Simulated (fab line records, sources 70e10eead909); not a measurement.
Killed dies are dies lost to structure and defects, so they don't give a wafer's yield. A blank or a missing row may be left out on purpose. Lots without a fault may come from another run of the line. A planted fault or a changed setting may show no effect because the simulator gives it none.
fab line records | flow nand_harc | part 2 of 2: steps 29 to 38 of 38
record lots=5 wafers=15 last_day=24
route steps=1159 shown A_CHANNEL_FILL_D1@508 A_STAIRCASE@519
lots that met no fault: from a run of the same line without faults
start_h: hours from the record's first day to the start of the lot's first wafer shown | wait_h: hours since the lot's step before | " the same as in the row above | L1.1+2: a row that stands for several wafers | - no value, or no start given | * or withheld: withheld | < > ~ a bound
route shown NAME@n: a module of which the file shows steps, and the number in the route of the first | usual: mean/standard deviation of fault-free wafers | same: alike in all rows | chamber/n: place in a boat | sites: the reading at each site | _std_site: their standard deviation | _edge_site: outer sites' mean less inner sites' | radius_mm: how far each site lies from the wafer's centre | mask NAME#n: copy n | behind: the tool/chamber that last shaped the wafer | hold: why the lot was held/for how many hours/how that ended | device: the transistor (n, p or np) that didn't switch | end of line: the same wafers' tests at the end of the route | a step without rows: its recipe alone | killed: dies lost to structure and defects at the first sort, not the wafer's yield | map: a wafer's dies, x killed, . not, _ none there
set.NAME: the setting as run; set.NAME@STEP: as run at that earlier step | model.NAME: the simulator's own value behind a step, which no gauge read
lots at some steps of the route; a table a step, a row a wafer
services: from which hour (start_h, from the record's first day; less than 0 if before it) a tool's chamber was out of use, for how many hours, and why
## steps
# step NHARC_A_STAIRCASE_COAT_03
# recipe spin_rpm=1200
# usual spin_speed_rpm=1200.0/0.76
# columns lot.wafer tool chamber start_h wait_h spin_speed_rpm
L074.2 litho_track-07 0 - - 1200.8
L074.3 " 0 " " 1201.7
L074.4 " 0 " " 1201.0
L079.1 litho_track-02 0 - - 1200.9
L079.4 " 0 " " 1201.1
L079.5 " 0 " " 1200.7
L081.1 litho_track-07 0 - - 1198.6
L081.4 " 0 " " 1199.1
L081.6 " 0 " " 1200.3
L084.2 litho_track-07 0 - - 1201.3
L084.3 " 0 " " 1200.1
L084.6 " 0 " " 1199.7
L096.1 litho_track-02 0 - - 1201.9
L096.2 " 0 " " 1200.9
L096.5 " 0 " " 1200.4
# step NHARC_A_STAIRCASE_SOFTBAKE_04
# recipe temp_c=135 time_s=170
# same time_s=170
# columns lot.wafer tool chamber start_h wait_h
L074.2+3+4 litho_track-07 0 - -
L079.1+4+5 litho_track-02 0 - -
L081.1+4+6 litho_track-07 0 - -
L084.2+3+6 litho_track-07 0 - -
L096.1+2+5 litho_track-02 0 - -
# step NHARC_A_STAIRCASE_EBR_05
# columns lot.wafer tool chamber start_h wait_h
L074.2+3+4 litho_track-07 0 - -
L079.1+4+5 litho_track-02 0 - -
L081.1+4+6 litho_track-07 0 - -
L084.2+3+6 litho_track-07 0 - -
L096.1+2+5 litho_track-02 0 - -
# step NHARC_A_STAIRCASE_EXPOSE_06
# recipe na=0.5 dose_mj=25.43 mask_id=STAIR
# same na=0.5
# columns lot.wafer tool chamber start_h wait_h mask
L074.2+3+4 krf_scanner-02 0 245.92 - STAIR#0
L079.1+4+5 krf_scanner-02 0 254.42 - STAIR#0
L081.1+4+6 krf_scanner-02 0 275.95 - STAIR#0
L084.2+3+6 krf_scanner-02 0 289.18 - STAIR#0
L096.1+2+5 krf_scanner-02 0 373.05 - STAIR#0
# step NHARC_A_STAIRCASE_PEB_07
# recipe peb_temp_c=115 peb_time_s=130
# same peb_time_s=130
# columns lot.wafer tool chamber start_h wait_h
L074.2+3+4 litho_track-02 0 245.98 0.1
L079.1+4+5 litho_track-02 0 254.49 0.1
L081.1+4+6 litho_track-02 0 276.01 0.1
L084.2+3+6 litho_track-07 0 289.24 0.1
L096.1+2+5 litho_track-07 0 373.12 0.1
# step NHARC_A_STAIRCASE_DEVELOP_08
# recipe time_s=140
# same time_s=140
# columns lot.wafer tool chamber start_h wait_h
L074.2+3+4 litho_track-02 0 - -
L079.1+4+5 litho_track-02 0 - -
L081.1+4+6 litho_track-02 0 - -
L084.2+3+6 litho_track-07 0 - -
L096.1+2+5 litho_track-07 0 - -
# step NHARC_A_STAIRCASE_HARDBAKE_10
# recipe temp_c=120 time_s=140
# same time_s=140
# columns lot.wafer tool chamber start_h wait_h
L074.2+3+4 litho_track-07 0 246.21 -
L079.1+4+5 litho_track-02 0 254.70 -
L081.1+4+6 litho_track-02 0 276.23 -
L084.2+3+6 litho_track-03 0 289.47 -
L096.1+2+5 litho_track-02 0 373.34 -
# step NHARC_A_STAIRCASE_DESCUM_11
# recipe time_s=3 o2_flow_sccm=200 ar_flow_sccm=0 bias_power_w=0 chemistry=O2
# usual drypump_motor_current_A=5.71/0.28 oes_product_au=0.995/0.013 rf_vpp_V=57.8/0.93 showerhead_plenum_p_Torr=1.91/0.094 throttle_valve_pct=11.310/0.0097
# same time_s=3
# columns lot.wafer tool chamber start_h wait_h drypump_motor_current_A oes_product_au rf_hours_counter_h rf_vpp_V showerhead_plenum_p_Torr throttle_valve_pct
L074.2 rie_diel-04 1 246.89 - 5.78 0.999 45 58.6 2.06 11.300
L074.4 " 2 " " 5.54 0.997 45 56.9 1.88 11.297
L074.3 " 3 " " 5.23 1.014 45 57.4 1.84 11.312
L079.4 rie_diel-06 1 254.80 - 6.10 0.986 2 57.6 1.92 11.314
L079.1 " 2 " " 6.06 0.982 2 57.3 1.84 11.297
L079.5 " 1 " " 6.08 0.987 - 58.4 1.92 11.314
L081.1 rie_diel-06 3 276.32 - 5.74 0.980 9 56.5 2.01 11.306
L081.4 " 0 " " 5.37 1.001 9 58.8 1.78 11.311
L081.6 " 0 " " 5.43 1.006 - 55.8 1.78 11.327
L084.2 rie_diel-06 0 289.57 - 5.39 1.007 14 56.8 1.78 11.318
L084.3 " 1 " " 6.08 0.989 14 60.0 1.92 11.320
L084.6 " 2 " " 6.06 0.990 - 55.9 1.84 11.309
L096.2 rie_diel-04 0 373.44 - 6.01 1.003 26 58.0 1.85 11.302
L096.1 " 2 " " 5.52 0.981 28 57.8 1.87 11.321
L096.5 " 1 " " 5.78 1.001 - 57.4 2.05 11.304
# step NHARC_A_STAIRCASE_TRIM_12
# recipe time_s=211.2 o2_flow_sccm=500 ar_flow_sccm=0 bias_w=0 chemistry=O2
# usual drypump_motor_current_A=5.70/0.28 oes_product_au=0.998/0.012 rf_vpp_V=57.7/0.92 showerhead_plenum_p_Torr=3.51/0.16 throttle_valve_pct=17.036/0.0085
# same time_s=211.2
# columns lot.wafer tool chamber start_h wait_h drypump_motor_current_A oes_product_au rf_hours_counter_h rf_vpp_V showerhead_plenum_p_Torr throttle_valve_pct
L074.3 rie_diel-04 0 247.04 0.1 6.02 0.984 43 57.9 3.44 17.024
L074.2 " 1 " " 5.78 0.990 45 57.5 3.78 17.054
L074.4 " 3 " " 5.24 1.000 45 56.5 3.40 17.023
L079.1 rie_diel-06 0 254.91 0.1 5.40 1.008 2 58.4 3.30 17.034
L079.4 " 1 " " 6.07 1.006 2 57.0 3.54 17.023
L079.5 " 3 " " 5.79 0.985 - 58.2 3.70 17.020
L081.4 rie_diel-06 0 276.41 0.1 5.43 1.002 9 56.7 3.30 17.029
L081.1 " 1 " " 6.09 1.002 9 58.0 3.54 17.038
L081.6 " 0 " " 5.44 1.004 - 57.8 3.30 17.031
L084.3 rie_diel-06 0 289.65 0.1 5.41 1.013 14 57.0 3.30 17.035
L084.2 " 2 " " 6.05 0.988 14 57.4 3.40 17.032
L084.6 " 0 " " 5.41 0.988 - 57.5 3.30 17.034
L096.1 rie_diel-04 2 373.53 0.1 5.51 0.981 28 56.9 3.45 17.030
L096.2 " 0 " " 6.03 1.004 26 56.4 3.42 17.042
L096.5 " 3 " " 5.26 0.991 - 57.7 3.37 17.014
# step NHARC_A_STAIRCASE_ETCH_13
# recipe target_depth_a=1000 time_s=40.5 ion_energy_ev=400 c4f8_flow_sccm=20 o2_flow_sccm=10 ar_flow_sccm=withheld rf_w=600 bias_w=1000 chemistry=C4F8/O2
# usual oes_product_au=0.938/0.016 rf_fwd_power_W=592/3.2 rf_vpp_V=895/5.6
# same time_s=40.5
# columns lot.wafer tool chamber start_h wait_h oes_product_au rf_fwd_power_W rf_hours_counter_h rf_vpp_V
L074.2 rie_diel-04 2 - - 0.931 589 45 895
L074.4 " 3 " " 0.923 592 45 891
L074.3 " 0 " " 0.910 593 43 892
L079.1 rie_diel-06 1 - - 0.936 591 2 896
L079.4 " 3 " " 0.923 596 2 902
L079.5 " 2 " " 0.936 588 - 892
L081.4 rie_diel-06 3 - - 0.939 594 9 902
L081.1 " 0 " " 0.940 589 9 887
L081.6 " 0 " " 0.949 592 - 889
L084.3 rie_diel-06 2 - - 0.947 594 14 892
L084.2 " 3 " " 0.920 596 14 902
L084.6 " 2 " " 0.944 596 - 891
L096.1 rie_diel-04 3 - - 0.939 588 26 891
L096.2 " 0 " " 0.930 593 27 893
L096.5 " 3 " " 0.935 589 - 890
## services
# columns tool chamber start_h hours kind
wet_bench-01 - 213.60 8.0 pm
rie_diel-06 0 216.70 3.3 repair
rie_diel-06 2 232.62 2.7 repair
wet_bench-06 - 235.04 1.3 repair
rie_diel-10 - 255.64 0.8 repair
cmp-01 - 267.72 0.6 repair
wet_bench-07 - 272.00 8.0 pm
plasma_asher-01 - 276.39 9.0 pm
cmp-01 - 278.13 4.0 pm
rie_diel-04 - 288.99 9.0 pm
krf_scanner-02 - 290.66 35.6 repair
cmp-01 - 298.78 5.0 repair
wet_bench-06 - 305.63 8.0 pm
wet_bench-04 - 307.33 2.0 repair
rie_diel-10 1 315.47 6.1 repair
plasma_asher-01 - 324.53 5.4 repair
wet_bench-04 - 339.20 8.0 pm
litho_track-02 - 340.00 7.0 pm
wet_bench-04 - 350.28 26.1 repair
rie_diel-10 - 353.50 9.0 pm
wet_bench-07 - 353.52 6.8 repair
litho_track-07 - 364.00 7.0 pm
rie_diel-10 2 369.64 4.8 repair
wet_bench-05 - 372.80 8.0 pm
